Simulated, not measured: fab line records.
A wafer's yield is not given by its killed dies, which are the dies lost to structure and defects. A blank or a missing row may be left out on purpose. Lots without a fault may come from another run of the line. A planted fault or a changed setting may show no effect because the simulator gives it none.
Matching of chambers | flow nand harc | 4 sister chambers for NHARC_A_CHANNEL_FILL_D1_CMP_10 on cmp-03
The step polishes, target thk 150 nm. 14 wafers are shown with their chamber, then 7 later ones without.

## WAFERS, EACH WITH ITS CHAMBER
wafer  | chamber | motor current A (A) | time to endpoint s (s)
L076.3 | 0       | 12.0                | 19.0
L076.5 | 3       | 11.4                | 17.5
L076.6 | 2       | 11.6                | 13.8
L081.2 | 1       | 10.9                | 17.2
L081.4 | 0       | 11.6                | 15.8
L081.6 | 1       | 10.5                | 14.5
L087.3 | 1       | 10.5                | 10.6
L087.4 | 2       | 11.9                | 9.2
L087.6 | 0       | 12.2                | 12.7
L089.2 | 3       | 11.4                | 10.0
L089.3 | 1       | 11.1                | 10.5
L089.4 | 2       | 11.3                | 11.5
L090.4 | 3       | 11.7                | 13.5
L090.5 | 1       | 10.8                | 11.5

SIGNATURES, as means of the wafers listed above
reading            | chamber 0 | chamber 1 | chamber 2 | chamber 3 | scatter within a chamber
motor current A    | 11.933    | 10.760    | 11.600    | 11.500    | 0.264
time to endpoint s | 15.833    | 12.860    | 11.500    | 13.667    | 3.04
Rule: a wafer's distance from a chamber is the root of the sum, over the readings, of the square of ((its reading less the chamber's mean) divided by the reading's scatter). If the next closest chamber is less than 2 further off than the closest, the wafer can't be placed; otherwise it belongs to the closest. The scatter: the root of (the sum of the squares of (reading less its chamber's mean) over the shown wafers, divided by (wafers less chambers)).

## WAFERS WHOSE CHAMBER IS MISSING
wafer  | motor current A (A) | time to endpoint s (s)
L090.6 | 11.7                | 12.1
L093.1 | 11.7                | 12.2
L093.5 | 12.1                | 11.5
L093.6 | 11.8                | 14.9
L094.1 | 11.2                | 14.3
L094.3 | 12.2                | 14.7
L094.6 | 11.5                | 12.4

## CHAMBER TAKEN BY EACH
wafer  | from the rows above               | in truth
L090.6 | can't be placed: 2 or 3 or 0      | 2
L093.1 | can't be placed: 2 or 3 or 0      | 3
L093.5 | can't be placed: 0 or 2 or 3      | 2
L093.6 | can't be placed: 0 or 3 or 2      | 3
L094.1 | can't be placed: 3 or 1 or 2 or 0 | 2
L094.3 | can't be placed: 0 or 2 or 3      | 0
L094.6 | can't be placed: 3 or 2 or 0      | 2
Placed correctly: 0 of 7. From these rows, 7 cannot be placed; in 7 the true chamber is one of the candidates. Wrongly placed: 0.
